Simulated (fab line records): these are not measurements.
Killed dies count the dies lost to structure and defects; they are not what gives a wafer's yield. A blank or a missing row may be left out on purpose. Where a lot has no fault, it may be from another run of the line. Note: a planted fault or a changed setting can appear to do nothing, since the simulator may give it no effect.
Code-filled problem report in 8D (eight disciplines) form + flow n5 finfet + the parts of the form that need people (team, actions taken, sign-off) are left out

1. THE PROBLEM
Mean of raw defect count at N5_BEOL_M4_INSPECT_59: 413 across 9 wafers in 3 lots; on wafers with no fault it is 73 (standard deviation 20). Relative to the usual mean, that is a shift of +17 standard deviations.
The step: inspects for defects (darkfield).
First observed at day 11 08:02: wafer L368.2, on defect inspect-01. The record has a number at this step for 15 wafers belonging to 5 lots. Rule for "out", or "out of limits": more than 4 standard deviations from the usual mean. Any other wafer with a number is counted as sound.

2. WHAT IT IS; WHAT IT IS NOT
| question                    | is                                   | is not                                                                   |
|-----------------------------|--------------------------------------|--------------------------------------------------------------------------|
| which readings at this step | raw defect count                     | -                                                                        |
| which lots                  | L368, L369, L370                     | L378, L380                                                               |
| which wafers of those lots  | all that have a number               | -                                                                        |
| read on which gauges        | defect inspect-01, defect inspect-02 | -                                                                        |
| when                        | from day 11 08:02                    | up to then (0 sound wafers); but 6 sound wafers of L378, L380 came after |

3. SUSPECTS, AND WHAT RULES EACH OUT
Counting: any tool at a process step up to the reading is kept as a suspect provided that every lot that is out went through it and no sound lot did after the first of them.
- the gauge at N5_BEOL_M4_INSPECT_59 is ruled out. 2 gauges (defect inspect-01, defect inspect-02) read the wafers that are out.
- cvd co-01 at N5_BEOL_M4_CO_CAP_55 (material Co, precursor CCTBA/H2, target thk 2 nm, time 102.1 s): ruled out as a lasting fault. Following L368 (day 11 07:50), the first lot on it that is out, the sound lots L380 were run on it.
Left after counting: nothing in the record.

4. THE CAUSE (what the simulator had put in)
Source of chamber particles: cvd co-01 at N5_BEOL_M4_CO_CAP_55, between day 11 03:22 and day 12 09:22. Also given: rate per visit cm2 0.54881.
Counting ruled it out, wrongly: the rule takes a fault to strike every lot that its tool runs from its start on, and this one did not.

5. THE EFFECT CHAIN, in route order
Each row: a reading whose mean over the struck wafers that have a number lies more than 3 standard deviations from the usual. Scope: only readings with a usual standard deviation given in the record; hours: median across lots of the time from each lot's start at the first step in this table that gives one to its start at this step; sigmas: change in usual standard deviations.
| hours | step                    | reading              | usual  | on struck wafers | change | sigmas |
|-------|-------------------------|----------------------|--------|------------------|--------|--------|
| 0     | N5_BEOL_M4_INSPECT_59   | raw defect count     | 73     | 413              | +340   | +17    |
| 3     | N5_BEOL_M5_INSPECT_13   | raw defect count     | 397    | 702              | +305   | +3.4   |
| 106   | N5_PASSIVATION_PROBE_49 | defect limited yield | 91.5 % | 85.2             | -6.3   | -4.5   |
| 106   | N5_PASSIVATION_PROBE_49 | killed_at_M4_up      | 15     | 92               | +77    | +13    |
| 106   | N5_PASSIVATION_PROBE_49 | killed dies          | 101    | 174              | +73    | +4.3   |
| 106   | N5_PASSIVATION_PROBE_49 | sort_bin_5_function  | 5.0 %  | 9.4              | +4.4   | +4.5   |
| 106   | N5_PASSIVATION_PROBE_49 | sort n pass          | 1079   | 1006             | -73    | -4.3   |
| 106   | N5_PASSIVATION_PROBE_49 | sort yield pct       | 91.4 % | 85.2             | -6.2   | -4.4   |
It contains these process steps:
- N5_PASSIVATION_PROBE_49
At these later measuring or inspecting steps, every struck wafer for which the step has a row has a number for every such reading, and none has moved that far: N5_BEOL_M4_RC_MEAS_101.

6. HOW IT WOULD HAVE BEEN CAUGHT EARLIER
In this record the first reading out of limits at a measuring or inspecting step was taken at day 11 08:02, 5 hours after the fault began at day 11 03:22.
An alarm limit of 4 standard deviations would not have fired on the tool readings at N5_BEOL_M4_CO_CAP_55 for which the record gives a usual standard deviation, since none of them was out on any struck wafer.
